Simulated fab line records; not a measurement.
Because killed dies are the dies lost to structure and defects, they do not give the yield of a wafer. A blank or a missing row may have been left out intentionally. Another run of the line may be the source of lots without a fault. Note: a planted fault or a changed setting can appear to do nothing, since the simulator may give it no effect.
Which tool is to blame? || flow n5_finfet || 12 lots, 36 wafers sampled, at 3 steps of a route of 1938

== WHAT EACH GAUGE READ, for each wafer ==
N5_BEOL_M1_CD_MEAS_35: target cd 18 nm, target cd y 21 nm.
{"lot": "L075", "measured": "day 6 19:13", "on": "cd_sem-01", "cd_nm (nm)": "17.46 17.88 17.92"}
{"lot": "L076", "measured": "day 7 09:28", "on": "cd_sem-03", "cd_nm (nm)": "18.32 18.46 18.08"}
{"lot": "L079", "measured": "day 7 14:26", "on": "cd_sem-03", "cd_nm (nm)": "17.80 18.02 18.09"}
{"lot": "L081", "measured": "day 8 19:47", "on": "cd_sem-03", "cd_nm (nm)": "17.86 17.86 18.02"}
{"lot": "L083", "measured": "day 9 04:17", "on": "cd_sem-01", "cd_nm (nm)": "17.79 17.92 17.84"}
{"lot": "L085", "measured": "day 9 11:36", "on": "cd_sem-01", "cd_nm (nm)": "18.13 18.41 17.93"}
{"lot": "L087", "measured": "day 9 18:59", "on": "cd_sem-03", "cd_nm (nm)": "18.02 17.76 18.09"}
{"lot": "L089", "measured": "day 10 05:21", "on": "cd_sem-03", "cd_nm (nm)": "18.04 18.50 18.20"}
{"lot": "L091", "measured": "day 11 07:11", "on": "cd_sem-03", "cd_nm (nm)": "18.24 17.68 18.25"}
{"lot": "L093", "measured": "day 11 07:34", "on": "cd_sem-02", "cd_nm (nm)": "17.76 17.68 17.99"}
{"lot": "L095", "measured": "day 12 00:55", "on": "cd_sem-01", "cd_nm (nm)": "17.77 17.97 17.57"}
{"lot": "L097", "measured": "day 12 06:11", "on": "cd_sem-03", "cd_nm (nm)": "18.28 18.14 18.12"}

== WHAT TOOL EACH LOT RAN ON (gives the tool, then ch and the chambers of the sampled wafers, and finally the start) ==
{"lot": "L075", "N5_BEOL_M0_DEGAS_112": "pvd_sputter-02, day 6 08:56", "N5_BEOL_M0_ANNEAL_117": "pvd_sputter-01, day 6 09:37"}
{"lot": "L076", "N5_BEOL_M0_DEGAS_112": "pvd_sputter-01, day 6 16:25", "N5_BEOL_M0_ANNEAL_117": "pvd_sputter-01, day 6 18:31"}
{"lot": "L079", "N5_BEOL_M0_DEGAS_112": "pvd_sputter-01, day 7 00:41", "N5_BEOL_M0_ANNEAL_117": "pvd_sputter-01, day 7 01:18"}
{"lot": "L081", "N5_BEOL_M0_DEGAS_112": "pvd_sputter-03, day 8 05:29", "N5_BEOL_M0_ANNEAL_117": "pvd_sputter-02, day 8 06:06"}
{"lot": "L083", "N5_BEOL_M0_DEGAS_112": "pvd_sputter-02, day 8 20:39", "N5_BEOL_M0_ANNEAL_117": "pvd_sputter-02, day 8 21:25"}
{"lot": "L085", "N5_BEOL_M0_DEGAS_112": "pvd_sputter-03, day 9 02:39", "N5_BEOL_M0_ANNEAL_117": "pvd_sputter-02, day 9 03:17"}
{"lot": "L087", "N5_BEOL_M0_DEGAS_112": "pvd_sputter-02, day 9 13:41", "N5_BEOL_M0_ANNEAL_117": "pvd_sputter-01, day 9 14:52"}
{"lot": "L089", "N5_BEOL_M0_DEGAS_112": "pvd_sputter-02, day 9 22:50", "N5_BEOL_M0_ANNEAL_117": "pvd_sputter-02, day 9 23:57"}
{"lot": "L091", "N5_BEOL_M0_DEGAS_112": "pvd_sputter-01, day 10 17:13", "N5_BEOL_M0_ANNEAL_117": "pvd_sputter-01, day 10 17:53"}
{"lot": "L093", "N5_BEOL_M0_DEGAS_112": "pvd_sputter-01, day 10 21:50", "N5_BEOL_M0_ANNEAL_117": "pvd_sputter-01, day 11 00:37"}
{"lot": "L095", "N5_BEOL_M0_DEGAS_112": "pvd_sputter-03, day 11 07:38", "N5_BEOL_M0_ANNEAL_117": "pvd_sputter-01, day 11 09:51"}
{"lot": "L097", "N5_BEOL_M0_DEGAS_112": "pvd_sputter-02, day 11 19:05", "N5_BEOL_M0_ANNEAL_117": "pvd_sputter-01, day 11 19:49"}
- N5_BEOL_M0_DEGAS_112: time 60 s.
- N5_BEOL_M0_ANNEAL_117: time 60 s.

== THE ANSWER, worked out from the rows above alone ==
Rule: the lots themselves supply what counts as usual. Put in order of their means at a reading, lots are off if they are a third of the lots or fewer, leave a main group of 4 or more, and stand apart from it by a gap of 3 or more times the standard deviation of the main group's means; of several such gaps the widest counts. A main group whose means are all the same, to the digits that the tables above print for the reading, isn't used. A lot without any number at a reading at which 4 lots or more have one is off too. All remaining lots with rows at the step are treated as sound.
None of the lots is off at any reading shown; this tells nothing.

== WHAT WAS PUT IN BY THE SIMULATOR ==
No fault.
